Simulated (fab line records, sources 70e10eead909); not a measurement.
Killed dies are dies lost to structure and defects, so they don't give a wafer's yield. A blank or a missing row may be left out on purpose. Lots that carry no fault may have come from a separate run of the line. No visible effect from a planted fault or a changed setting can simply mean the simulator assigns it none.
Struck lot and sound lot, side by side || flow nand_harc || 15 steps out of a route of 1302
Sound: wafers L161.1, L161.3, L161.4. The struck wafers were L155.2, L155.3, L155.5. Last of all comes the cause.
Per side, at each step with rows, come the tool, then ch with its chambers, and then its first start. Under that, the readings that differ: sound wafers || struck wafers || difference of the means || sigmas: that difference in standard deviations of wafers without a fault.
alike: words and numbers the same on both sides, and readings whose means are apart by under 2 such deviations; not compared: readings that were withheld, readings missing a value for some wafer, numbers with overlapping values and no deviation given by the record, and bounds like >300 which may hide the same value.
The two part at a step that has a row with sigmas, a row that says differs or no value, or rows on one side only. When numbers do not overlap yet have no deviation, they are printed without sigmas and do not part them. Lack of a reading on every wafer of one side parts them only where that side has two or more wafers.

first, 7 steps without rows for these wafers: NHARC_P_GATE_HMDS_04 (time 30 s); NHARC_P_GATE_COAT_05; NHARC_P_GATE_SOFTBAKE_06 (time 95 s); NHARC_P_GATE_EBR_07; NHARC_P_GATE_EXPOSE_08 (exposes mask P HV); NHARC_P_GATE_PEB_09 (peb time 85 s); NHARC_P_GATE_DEVELOP_10 (time 70 s).
NHARC_P_GATE_CD_MEAS_11: the cd target is 1640 nm.
  sound on cd_sem-01 ch 0, day 11 09:26; struck on cd_sem-02 ch 0, day 9 02:59
  alike: cd_nm
then, 1 step without rows for these wafers: NHARC_P_GATE_HARDBAKE_12 (time 80 s).
NHARC_P_GATE_DESCUM_13: chemistry O2, time 3 s.
  sound on rie_diel-09 ch 0,1,2, day 11 09:36; struck on rie_diel-09 ch 2,3, day 9 03:10
  alike: drypump_motor_current_A, o2_flow_sccm, oes_product_au, rf_vpp_V, showerhead_plenum_p_Torr, throttle_valve_pct
  not compared: rf_hours_counter_h
then, 2 steps without rows for these wafers: NHARC_P_GATE_ETCH_14 (etches SiO2 in dHF, target depth 48.8 nm); NHARC_P_GATE_STRIP_15 (strips in SPM, time 780 s).
NHARC_P_GATE_PRECLEAN_71: cleans in SC1.
  sound on wet_bench-04 ch 2,3,5, day 11 09:49; struck on wet_bench-03 ch 0,3,7, day 9 03:22
  not compared: run_length_s
following that, these wafers have no rows for 1 step: NHARC_P_GATE_SRD_72.
-- break in the record here, with 20 days between the starts of the struck wafers on either side (left off in module P_GATE, picked up again in module END, where the first step shown is number 1302 on the route) --
NHARC_END_SORT_01:
  sound on prober-01 ch 0, day 31 07:34; struck on prober-02 ch 0, day 29 10:32
  alike: killed_at_array, killed_at_other, killed_at_periphery, killed_dies, killed_open, killed_short

WHERE THEY PART
Nowhere in this record.

WHY: whatever the simulator had introduced
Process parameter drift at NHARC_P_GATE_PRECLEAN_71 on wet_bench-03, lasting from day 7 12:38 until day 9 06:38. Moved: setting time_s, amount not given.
